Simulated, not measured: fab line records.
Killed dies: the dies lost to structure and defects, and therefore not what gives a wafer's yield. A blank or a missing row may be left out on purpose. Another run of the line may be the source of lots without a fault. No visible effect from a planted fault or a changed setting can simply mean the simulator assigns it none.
Matching of chambers || flow n5Finfet || 4 sister chambers for N5_BEOL_M7_CMP_52 on cmp-04
The step polishes, stops on SiCOH lowk, t overpolish 6.9 s, target thk 80 nm. 18 wafers are shown with their chamber, then 9 later ones without.

## WAFERS PAIRED WITH THEIR CHAMBERS
{"wafer": "L076.1", "chamber": 1, "motorCurrentA (A)": 6.9, "timeToEndpointS (s)": 64, "barrierFieldEndpointS (s)": 28.2}
{"wafer": "L076.3", "chamber": 0, "motorCurrentA (A)": 5.3, "timeToEndpointS (s)": 61, "barrierFieldEndpointS (s)": 28.4}
{"wafer": "L076.5", "chamber": 0, "motorCurrentA (A)": 5.1, "timeToEndpointS (s)": 60, "barrierFieldEndpointS (s)": 28.1}
{"wafer": "L077.1", "chamber": 2, "motorCurrentA (A)": 6.8, "timeToEndpointS (s)": 56, "barrierFieldEndpointS (s)": 28.0}
{"wafer": "L077.3", "chamber": 1, "motorCurrentA (A)": 6.8, "timeToEndpointS (s)": 60, "barrierFieldEndpointS (s)": 28.6}
{"wafer": "L077.6", "chamber": 2, "motorCurrentA (A)": 6.5, "timeToEndpointS (s)": 58, "barrierFieldEndpointS (s)": 27.8}
{"wafer": "L080.1", "chamber": 3, "motorCurrentA (A)": 6.4, "timeToEndpointS (s)": 65, "barrierFieldEndpointS (s)": 29.1}
{"wafer": "L080.3", "chamber": 0, "motorCurrentA (A)": 5.1, "timeToEndpointS (s)": 63, "barrierFieldEndpointS (s)": 29.2}
{"wafer": "L080.5", "chamber": 3, "motorCurrentA (A)": 6.0, "timeToEndpointS (s)": 66, "barrierFieldEndpointS (s)": 29.9}
{"wafer": "L082.1", "chamber": 1, "motorCurrentA (A)": 7.0, "timeToEndpointS (s)": 58, "barrierFieldEndpointS (s)": 28.0}
{"wafer": "L082.2", "chamber": 3, "motorCurrentA (A)": 6.4, "timeToEndpointS (s)": 62, "barrierFieldEndpointS (s)": 28.4}
{"wafer": "L082.3", "chamber": 2, "motorCurrentA (A)": 6.1, "timeToEndpointS (s)": 60, "barrierFieldEndpointS (s)": 28.3}
{"wafer": "L084.2", "chamber": 3, "motorCurrentA (A)": 6.4, "timeToEndpointS (s)": 69, "barrierFieldEndpointS (s)": 30.1}
{"wafer": "L084.3", "chamber": 0, "motorCurrentA (A)": 5.2, "timeToEndpointS (s)": 64, "barrierFieldEndpointS (s)": 29.5}
{"wafer": "L084.5", "chamber": 3, "motorCurrentA (A)": 6.3, "timeToEndpointS (s)": 68, "barrierFieldEndpointS (s)": 30.2}
{"wafer": "L086.1", "chamber": 1, "motorCurrentA (A)": 6.8, "timeToEndpointS (s)": 64, "barrierFieldEndpointS (s)": 29.4}
{"wafer": "L086.3", "chamber": 3, "motorCurrentA (A)": 6.2, "timeToEndpointS (s)": 63, "barrierFieldEndpointS (s)": 29.7}
{"wafer": "L086.4", "chamber": 0, "motorCurrentA (A)": 5.1, "timeToEndpointS (s)": 58, "barrierFieldEndpointS (s)": 29.1}

SIGNATURES (means of the wafers above)
{"reading": "motorCurrentA", "chamber 0": 5.160, "chamber 1": 6.875, "chamber 2": 6.467, "chamber 3": 6.283, "scatter within a chamber": 0.176}
{"reading": "timeToEndpointS", "chamber 0": 61.20, "chamber 1": 61.50, "chamber 2": 58.00, "chamber 3": 65.50, "scatter within a chamber": 2.61}
{"reading": "barrierFieldEndpointS", "chamber 0": 28.860, "chamber 1": 28.550, "chamber 2": 28.033, "chamber 3": 29.567, "scatter within a chamber": 0.6}
Rule: for a wafer and a chamber, the distance is found by dividing, reading by reading, the gap between the wafer's reading and the chamber's mean by the reading's scatter, squaring, summing and taking the root. The wafer belongs to the nearest chamber; if the next one is less than 2 further off, it can't be placed. The scatter: the root of (the sum of the squares of (reading less its chamber's mean) over the shown wafers, divided by (wafers less chambers)).

## WAFERS WITH NO CHAMBER GIVEN
{"wafer": "L088.1", "motorCurrentA (A)": 5.3, "timeToEndpointS (s)": 60, "barrierFieldEndpointS (s)": 27.7}
{"wafer": "L088.3", "motorCurrentA (A)": 6.7, "timeToEndpointS (s)": 58, "barrierFieldEndpointS (s)": 27.4}
{"wafer": "L088.5", "motorCurrentA (A)": 5.1, "timeToEndpointS (s)": 60, "barrierFieldEndpointS (s)": 29.0}
{"wafer": "L090.1", "motorCurrentA (A)": 6.3, "timeToEndpointS (s)": 64, "barrierFieldEndpointS (s)": 28.5}
{"wafer": "L090.2", "motorCurrentA (A)": 7.0, "timeToEndpointS (s)": 65, "barrierFieldEndpointS (s)": 29.7}
{"wafer": "L090.5", "motorCurrentA (A)": 5.0, "timeToEndpointS (s)": 60, "barrierFieldEndpointS (s)": 28.4}
{"wafer": "L096.1", "motorCurrentA (A)": 6.1, "timeToEndpointS (s)": 65, "barrierFieldEndpointS (s)": 29.0}
{"wafer": "L096.3", "motorCurrentA (A)": 6.8, "timeToEndpointS (s)": 59, "barrierFieldEndpointS (s)": 27.9}
{"wafer": "L096.4", "motorCurrentA (A)": 5.4, "timeToEndpointS (s)": 59, "barrierFieldEndpointS (s)": 27.7}

## THE CHAMBER EACH PASSED THROUGH
{"wafer": "L088.1", "from the rows above": 0, "in truth": 0}
{"wafer": "L088.3", "from the rows above": "can't be placed: 2 or 1", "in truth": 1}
{"wafer": "L088.5", "from the rows above": 0, "in truth": 0}
{"wafer": "L090.1", "from the rows above": "can't be placed: 3 or 2 or 1", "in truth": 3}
{"wafer": "L090.2", "from the rows above": "can't be placed: 1 or 3", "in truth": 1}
{"wafer": "L090.5", "from the rows above": 0, "in truth": 0}
{"wafer": "L096.1", "from the rows above": 3, "in truth": 3}
{"wafer": "L096.3", "from the rows above": "can't be placed: 1 or 2", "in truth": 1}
{"wafer": "L096.4", "from the rows above": 0, "in truth": 0}
5 of 9 placed correctly. These rows do not allow placing 4 (true chamber among the candidates in 4). Number placed wrongly: 0.
